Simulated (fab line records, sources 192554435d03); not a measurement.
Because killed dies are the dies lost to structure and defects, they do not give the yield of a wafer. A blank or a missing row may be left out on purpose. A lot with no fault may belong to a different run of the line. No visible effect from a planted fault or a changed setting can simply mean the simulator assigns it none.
Chamber matching -- flow n5_finfet -- N5_HKMG_FIN_ALD_75 on ald_hk-03: 4 sister chambers
The step deposits Al2O3, target thk 1 nm, co reactant pulse time 1 s. 20 wafers are shown with their chamber, then 10 later ones without.

WAFERS PAIRED WITH THEIR CHAMBERS
wafer,chamber,heater_power_w (W),precursor_pulse_height_rel
L074.1,1,141,1.043
L074.3,3,137,0.978
L074.5,0,140,0.981
L075.1,1,136,0.963
L075.2,3,140,0.998
L075.3,0,135,0.996
L075.4,2,162,1.000
L075.5,3,135,1.006
L075.6,0,134,1.003
L081.2,1,135,0.993
L081.5,2,158,0.968
L081.6,3,137,1.031
L087.1,1,135,0.950
L087.4,3,138,0.998
L087.6,2,159,1.023
L090.2,1,136,0.994
L090.3,0,138,0.997
L090.6,3,136,1.042
L094.1,2,162,1.028
L094.2,3,137,0.986

SIGNATURES (averages over the wafers above)
reading,chamber 0,chamber 1,chamber 2,chamber 3,scatter within a chamber
heater_power_w,136.75,136.60,160.25,137.14,2.17
precursor_pulse_height_rel,0.99425,0.98860,1.00475,1.00557,0.0261
Rule: a wafer's distance from a chamber is the root of the sum, over the readings, of the square of ((its reading less the chamber's mean) divided by the reading's scatter). If the next closest chamber is less than 2 further off than the closest, the wafer can't be placed; otherwise it belongs to the closest. How the scatter is found: for the shown wafers, subtract from each reading the mean of its chamber, square and add these, divide the total by (wafers less chambers), then take the root.

WAFERS MISSING THEIR CHAMBER
wafer,heater_power_w (W),precursor_pulse_height_rel
L094.3,138,0.982
L094.4,134,0.984
L094.5,138,0.979
L094.6,138,1.034
L096.1,138,0.967
L096.2,136,0.989
L096.3,161,0.994
L096.4,137,0.999
L096.5,137,1.012
L096.6,163,1.012

CHAMBER TAKEN BY EACH
wafer,from the rows above,in truth
L094.3,can't be placed: 1 or 0 or 3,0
L094.4,can't be placed: 1 or 0 or 3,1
L094.5,can't be placed: 1 or 0 or 3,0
L094.6,can't be placed: 3 or 0 or 1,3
L096.1,can't be placed: 1 or 0 or 3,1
L096.2,can't be placed: 1 or 0 or 3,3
L096.3,2,2
L096.4,can't be placed: 0 or 3 or 1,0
L096.5,can't be placed: 3 or 0 or 1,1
L096.6,2,2
Correct placement for 2 of the 10. Can't be placed from these rows: 8 (the true chamber is among the candidates in 8). Placed wrongly: 0.
